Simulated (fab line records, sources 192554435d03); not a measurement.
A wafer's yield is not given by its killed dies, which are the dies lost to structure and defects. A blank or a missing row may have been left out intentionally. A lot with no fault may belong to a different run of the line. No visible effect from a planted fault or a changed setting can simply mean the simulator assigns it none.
Matching of chambers + flow n5 finfet + pecvd-02 running N5_BEOL_M0_SAQP_PECVD_97: 3 sister chambers
The step deposits SiNx from SiH4/NH3/N2, target thk 23 nm, time 19.9 s. 18 wafers are shown with their chamber, then 9 later ones without.

## WAFERS PAIRED WITH THEIR CHAMBERS
| wafer  | chamber | showerhead plenum p Torr (Torr) | throttle valve pct (%) | heater power w (W) |
|--------|---------|---------------------------------|------------------------|--------------------|
| L074.1 | 1       | 5.10                            | 38.7                   | 538                |
| L074.5 | 1       | 5.10                            | 38.6                   | 545                |
| L074.6 | 2       | 5.12                            | 36.3                   | 641                |
| L080.1 | 0       | 5.27                            | 40.0                   | 597                |
| L080.3 | 2       | 5.13                            | 36.4                   | 615                |
| L080.4 | 0       | 5.28                            | 39.7                   | 582                |
| L083.1 | 1       | 5.11                            | 38.7                   | 588                |
| L083.2 | 2       | 5.13                            | 36.4                   | 597                |
| L083.6 | 2       | 5.13                            | 36.7                   | 574                |
| L086.1 | 0       | 5.27                            | 40.0                   | 654                |
| L086.3 | 1       | 5.12                            | 38.6                   | 545                |
| L086.4 | 2       | 5.12                            | 36.5                   | 601                |
| L087.3 | 2       | 5.13                            | 36.6                   | 638                |
| L087.5 | 0       | 5.27                            | 40.1                   | 626                |
| L087.6 | 1       | 5.11                            | 38.8                   | 494                |
| L091.3 | 1       | 5.11                            | 38.6                   | 541                |
| L091.4 | 0       | 5.27                            | 40.4                   | 557                |
| L091.6 | 1       | 5.11                            | 38.7                   | 541                |

SIGNATURES (means of the wafers above)
| reading                  | chamber 0 | chamber 1 | chamber 2 | scatter within a chamber |
|--------------------------|-----------|-----------|-----------|--------------------------|
| showerhead plenum p Torr | 5.2720    | 5.1086    | 5.1267    | 0.00577                  |
| throttle valve pct       | 40.040    | 38.671    | 36.483    | 0.162                    |
| heater power w           | 603.20    | 541.71    | 611.00    | 30                       |
Rule: for a wafer and a chamber, the distance is found by dividing, reading by reading, the gap between the wafer's reading and the chamber's mean by the reading's scatter, squaring, summing and taking the root. The wafer belongs to the nearest chamber; if the next one is less than 2 further off, it can't be placed. The scatter: the root of (the sum of the squares of (reading less its chamber's mean) over the shown wafers, divided by (wafers less chambers)).

## WAFERS MISSING THEIR CHAMBER
| wafer  | showerhead plenum p Torr (Torr) | throttle valve pct (%) | heater power w (W) |
|--------|---------------------------------|------------------------|--------------------|
| L093.1 | 5.26                            | 40.2                   | 621                |
| L093.4 | 5.28                            | 40.3                   | 622                |
| L093.6 | 5.11                            | 38.7                   | 583                |
| L094.1 | 5.13                            | 36.5                   | 648                |
| L094.2 | 5.12                            | 38.3                   | 535                |
| L094.3 | 5.28                            | 40.4                   | 632                |
| L096.1 | 5.28                            | 40.5                   | 674                |
| L096.3 | 5.12                            | 36.6                   | 636                |
| L096.5 | 5.12                            | 39.0                   | 550                |

## THE CHAMBER EACH PASSED THROUGH
| wafer  | from the rows above | in truth |
|--------|---------------------|----------|
| L093.1 | 0                   | 0        |
| L093.4 | 0                   | 0        |
| L093.6 | 1                   | 1        |
| L094.1 | 2                   | 2        |
| L094.2 | 1                   | 1        |
| L094.3 | 0                   | 0        |
| L096.1 | 0                   | 0        |
| L096.3 | 2                   | 2        |
| L096.5 | 1                   | 1        |
Placed correctly: 9 of 9. From these rows, 0 cannot be placed. Placed wrongly: 0.
